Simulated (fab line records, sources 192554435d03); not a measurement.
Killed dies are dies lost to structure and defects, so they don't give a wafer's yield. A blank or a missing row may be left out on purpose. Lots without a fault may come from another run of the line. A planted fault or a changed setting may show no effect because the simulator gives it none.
A struck lot beside a sound one | flow n5_finfet | 38 steps out of a route of 1938
Sound: wafers L837.3, L837.4, L837.5. Struck: wafers L825.3, L825.5, L825.6. The cause comes at the end.
At each step with rows: each side's tool, then ch and its chambers, then its first start. Under that, the readings that differ: sound wafers | struck wafers | difference of the means | sigmas: that difference in standard deviations of wafers without a fault.
alike: readings whose means differ by less than 2 such deviations, and words and numbers that are the same on both sides. not compared: withheld readings, readings that some wafer has no value for, bounds like >300 that may hide the same value, and numbers for which the record gives no deviation and whose values overlap.
The two part at a step that has a row with sigmas, a row that says differs or no value, or rows on one side only. Numbers that don't overlap but have no deviation are shown without sigmas and don't part them. A reading that every wafer of one side lacks parts them only if that side has two wafers or more.

first, 9 steps without rows for these wafers: N5_BEOL_M4_ANNEAL_95 (time 240 s); N5_BEOL_M4_SPUTTER_96 (material Cu, target thk 4.5 nm, time 8.29 s); N5_BEOL_M4_ECD_50 (material Cu, target thk 300 nm); N5_BEOL_M4_ANNEAL_51 (time 90 s); N5_BEOL_M4_CMP_52 (polishes, stops on SiOC, t overpolish 6.8 s, target thk 40 nm); N5_BEOL_M4_PRE_CLEAN_60 (time 15 s); N5_BEOL_M4_CO_CAP_55 (material Co, precursor CCTBA/H2, target thk 2 nm, time 102.1 s); N5_BEOL_M4_PRE_CLEAN_56 (time 15 s); N5_BEOL_M4_DEP_57 (deposits SiCN from 3MS/NH3, target thk 8 nm, time 14 s).
N5_BEOL_M4_RC_MEAS_101:
  sound on prober-02 ch 0, day 13 18:20; struck on prober-01 ch 0, day 10 05:34
  reading        | sound          | struck         | difference | sigmas
  IOFF_P (nA/um) | 0.27 0.27 0.28 | 0.17 0.17 0.22 | -0.09      | -2
  alike: DIBL_N, DIBL_P, IOFF_N, ION_N, ION_P, SS_N, SS_P, VT_N, VT_P
then, 24 steps without rows for these wafers: N5_BEOL_M5_ILD_DEP_00 (deposits SiCOH lowk from DEMS/porogen, target thk 140.64 nm, time 25.9 s); N5_BEOL_M5_CURE_79 (cures SiCOH lowk, time 240 s); N5_BEOL_M5_PECVD_70 (deposits SiO2 from TEOS/O2, target thk 16 nm, time 18 s); N5_BEOL_M5_HM_DEP_02 (deposits TiN, target thk 20 nm); N5_BEOL_M5_COAT_59 (time 60 s, resist thk 60 nm); N5_BEOL_M5_COAT_60 (time 60 s, resist thk 12 nm); N5_BEOL_M5_COAT_71 (time 60 s, resist thk 5 nm); N5_BEOL_M5_COAT_05 (resist thk 30 nm); N5_BEOL_M5_EBR_07; N5_BEOL_M5_SOFTBAKE_06 (time 60 s); N5_BEOL_M5_EXPOSE_08 (exposes mask M5, target cd 28 nm); N5_BEOL_M5_PEB_09 (peb time 60 s); N5_BEOL_M5_DEVELOP_10 (develop time 30 s); N5_BEOL_M5_DESCUM_16 (chemistry O2, time 7 s); N5_BEOL_M5_ETCH_72 (etches underlayer in N2/H2, target depth 6.5 nm, time 5.2 s); N5_BEOL_M5_ETCH_61 (etches SiARC in CF4, target depth 15.6 nm, time 26 s); N5_BEOL_M5_ETCH_62 (etches SOC in N2/H2, target depth 75 nm, overetch 15 nm, time 112.5 s); N5_BEOL_M5_STRIP_63 (strips in N2/H2); N5_BEOL_M5_STRIP_73 (strips in N2/H2); N5_BEOL_M5_STRIP_64 (strips in CF4); N5_BEOL_M5_HM_OPEN_17 (chemistry Cl2/BCl3, target TiN, target depth 20 nm, overetch 6 nm); N5_BEOL_M5_STRIP_19 (strips in O2); N5_BEOL_M5_COAT_65 (time 60 s, resist thk 60 nm); N5_BEOL_M5_COAT_66 (time 60 s, resist thk 12 nm).
N5_BEOL_M9_TRENCH_ETCH_37: etches SiCOH lowk in C4F6/O2, target depth 151.43 nm, time 49 s.
  sound on rie_diel-05 ch 1,2,3, day 15 14:16; struck on rie_diel-04 ch 0,1, day 11 21:44
  no value came back on the struck wafers for any of 7 readings (C4F6_flow_sccm (sccm), O2_flow_sccm (sccm) and others); on the sound wafers C4F6_flow_sccm (sccm) reads 9.979 10.047 10.034
  reading                                    | sound      | struck   | difference | sigmas
  model.TiN_of_BEOL_M9_HM_DEP_02.thk_nm (nm) | 15.8 16 16 | 20 20 20 | +4         |
  not compared: rf_hours_counter_h
N5_BEOL_M9_OCD_MEAS_38:
  sound on ocd-02, day 15 14:26; struck on ocd-02, day 11 21:54
  reading              | sound       | struck | difference | sigmas
  trench_depth_nm (nm) | 149 151 154 | 0 0 0  | -151       | -46
N5_BEOL_M9_CMP_52: polishes, stops on SiCOH lowk, t overpolish 7 s, target thk 140 nm.
  sound on cmp-03 ch 1,2, day 15 17:45; struck on cmp-03 ch 0,1,2, day 12 01:38
  reading                                | sound             | struck      | difference | sigmas
  model.Cu_of_BEOL_M9_ECD_50.thk_nm (nm) | 138.8 140.2 143.8 | 2.2 0.2 0.6 | -139.9     |
  alike: edge_zone_pressure_frac, head_pressure_psi, motor_current_A, slurry_flow_ml_min
-- the record jumps here: 3 days lie between the struck wafers' starts before and after (it left off in module BEOL_M9 and takes up again in module PASSIVATION, whose first step shown is number 1936 of the route) --
N5_PASSIVATION_PROBE_49:
  sound on prober-02, day 18 06:55; struck on prober-01, day 14 15:17
  reading                  | sound          | struck         | difference | sigmas
  defect_limited_yield (%) | 92.0 92.8 93.6 | 0 0 0          | -93        | -58
  killed_at_M4_up          | 13 10 7        | 1098 1093 1081 | +1081      | +99 or more
  killed_dies              | 94 85 75       | 1180 1180 1180 | +1095      | +58
  killed_on_rim            | 12 6 8         | 152 152 152    | +143       | +36
  sort_bin_5_function (%)  | 4.7 3.9 4.7    | 96.7 96.9 95.5 | +91.9      | +92
  sort_n_pass              | 1086 1095 1105 | 0 0 0          | -1095      | -58
  sort_yield_pct (%)       | 92.0 92.8 93.6 | 0 0 0          | -93        | -58
  alike: killed_at_M0_to_M3, killed_at_contacts, killed_at_front_end, killed_at_other, killed_open, killed_short, sort_bin_6_memory

WHERE THEY PART
First at N5_BEOL_M4_RC_MEAS_101; last, within this record, at N5_PASSIVATION_PROBE_49.

WHY: what the simulator had put in
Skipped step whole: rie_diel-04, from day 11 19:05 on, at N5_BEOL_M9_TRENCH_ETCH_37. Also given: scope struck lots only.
